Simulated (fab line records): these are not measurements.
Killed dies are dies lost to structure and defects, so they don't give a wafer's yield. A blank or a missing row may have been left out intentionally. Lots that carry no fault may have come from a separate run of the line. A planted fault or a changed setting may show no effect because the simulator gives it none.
Matching of chambers / flow n5_finfet / N5_FIN_CUT_CUT_ETCH_15 on rie_si-06 has 4 sister chambers
The step etches Si in HBr/Cl2/O2, target depth 100 nm, bt time 10 s, time 42.4 s. 16 wafers are shown with their chamber, then 8 later ones without.

WAFERS PAIRED WITH THEIR CHAMBERS
wafer=L080.2; chamber=1; oes_o_777_au (a.u.)=1.07; drypump_motor_current_A (A)=5.4; throttle_valve_pct (%)=37.68
wafer=L080.5; chamber=0; oes_o_777_au (a.u.)=1.10; drypump_motor_current_A (A)=5.9; throttle_valve_pct (%)=36.94
wafer=L080.6; chamber=1; oes_o_777_au (a.u.)=1.07; drypump_motor_current_A (A)=5.3; throttle_valve_pct (%)=37.69
wafer=L081.1; chamber=3; oes_o_777_au (a.u.)=0.99; drypump_motor_current_A (A)=6.2; throttle_valve_pct (%)=36.72
wafer=L081.3; chamber=2; oes_o_777_au (a.u.)=0.93; drypump_motor_current_A (A)=5.2; throttle_valve_pct (%)=37.27
wafer=L081.6; chamber=2; oes_o_777_au (a.u.)=0.93; drypump_motor_current_A (A)=5.2; throttle_valve_pct (%)=37.27
wafer=L085.1; chamber=2; oes_o_777_au (a.u.)=0.93; drypump_motor_current_A (A)=5.3; throttle_valve_pct (%)=37.25
wafer=L085.4; chamber=2; oes_o_777_au (a.u.)=0.93; drypump_motor_current_A (A)=5.3; throttle_valve_pct (%)=37.27
wafer=L085.5; chamber=3; oes_o_777_au (a.u.)=0.99; drypump_motor_current_A (A)=6.2; throttle_valve_pct (%)=36.74
wafer=L086.1; chamber=2; oes_o_777_au (a.u.)=0.93; drypump_motor_current_A (A)=5.2; throttle_valve_pct (%)=37.28
wafer=L086.2; chamber=0; oes_o_777_au (a.u.)=1.09; drypump_motor_current_A (A)=5.9; throttle_valve_pct (%)=36.93
wafer=L086.4; chamber=0; oes_o_777_au (a.u.)=1.09; drypump_motor_current_A (A)=5.9; throttle_valve_pct (%)=36.93
wafer=L088.2; chamber=1; oes_o_777_au (a.u.)=1.05; drypump_motor_current_A (A)=5.4; throttle_valve_pct (%)=37.26
wafer=L088.3; chamber=0; oes_o_777_au (a.u.)=1.09; drypump_motor_current_A (A)=5.9; throttle_valve_pct (%)=36.94
wafer=L088.5; chamber=2; oes_o_777_au (a.u.)=0.93; drypump_motor_current_A (A)=5.2; throttle_valve_pct (%)=37.26
wafer=L089.1; chamber=0; oes_o_777_au (a.u.)=1.10; drypump_motor_current_A (A)=5.9; throttle_valve_pct (%)=36.95

SIGNATURES, as means of the wafers listed above
reading=oes_o_777_au; chamber 0=1.0940; chamber 1=1.0633; chamber 2=0.9300; chamber 3=0.9900; scatter within a chamber=0.00568
reading=drypump_motor_current_A; chamber 0=5.900; chamber 1=5.367; chamber 2=5.233; chamber 3=6.200; scatter within a chamber=0.0408
reading=throttle_valve_pct; chamber 0=36.9380; chamber 1=37.5433; chamber 2=37.2667; chamber 3=36.7300; scatter within a chamber=0.101
Rule: for a wafer and a chamber, the distance is found by dividing, reading by reading, the gap between the wafer's reading and the chamber's mean by the reading's scatter, squaring, summing and taking the root. The wafer belongs to the nearest chamber; if the next one is less than 2 further off, it can't be placed. How the scatter is found: for the shown wafers, subtract from each reading the mean of its chamber, square and add these, divide the total by (wafers less chambers), then take the root.

WAFERS MISSING THEIR CHAMBER
wafer=L089.3; oes_o_777_au (a.u.)=0.92; drypump_motor_current_A (A)=5.2; throttle_valve_pct (%)=37.27
wafer=L089.4; oes_o_777_au (a.u.)=0.99; drypump_motor_current_A (A)=6.2; throttle_valve_pct (%)=36.73
wafer=L090.4; oes_o_777_au (a.u.)=0.92; drypump_motor_current_A (A)=5.2; throttle_valve_pct (%)=37.26
wafer=L090.5; oes_o_777_au (a.u.)=0.99; drypump_motor_current_A (A)=6.2; throttle_valve_pct (%)=36.74
wafer=L090.6; oes_o_777_au (a.u.)=0.93; drypump_motor_current_A (A)=5.2; throttle_valve_pct (%)=37.28
wafer=L094.1; oes_o_777_au (a.u.)=1.08; drypump_motor_current_A (A)=5.9; throttle_valve_pct (%)=36.92
wafer=L094.2; oes_o_777_au (a.u.)=0.99; drypump_motor_current_A (A)=6.2; throttle_valve_pct (%)=36.71
wafer=L094.3; oes_o_777_au (a.u.)=0.93; drypump_motor_current_A (A)=5.2; throttle_valve_pct (%)=37.27

EACH ONE'S CHAMBER
wafer=L089.3; from the rows above=2; in truth=2
wafer=L089.4; from the rows above=3; in truth=3
wafer=L090.4; from the rows above=2; in truth=2
wafer=L090.5; from the rows above=3; in truth=3
wafer=L090.6; from the rows above=2; in truth=2
wafer=L094.1; from the rows above=0; in truth=0
wafer=L094.2; from the rows above=3; in truth=3
wafer=L094.3; from the rows above=2; in truth=2
Placed correctly: 8 of 8. Can't be placed from these rows: 0. 0 placed wrongly.
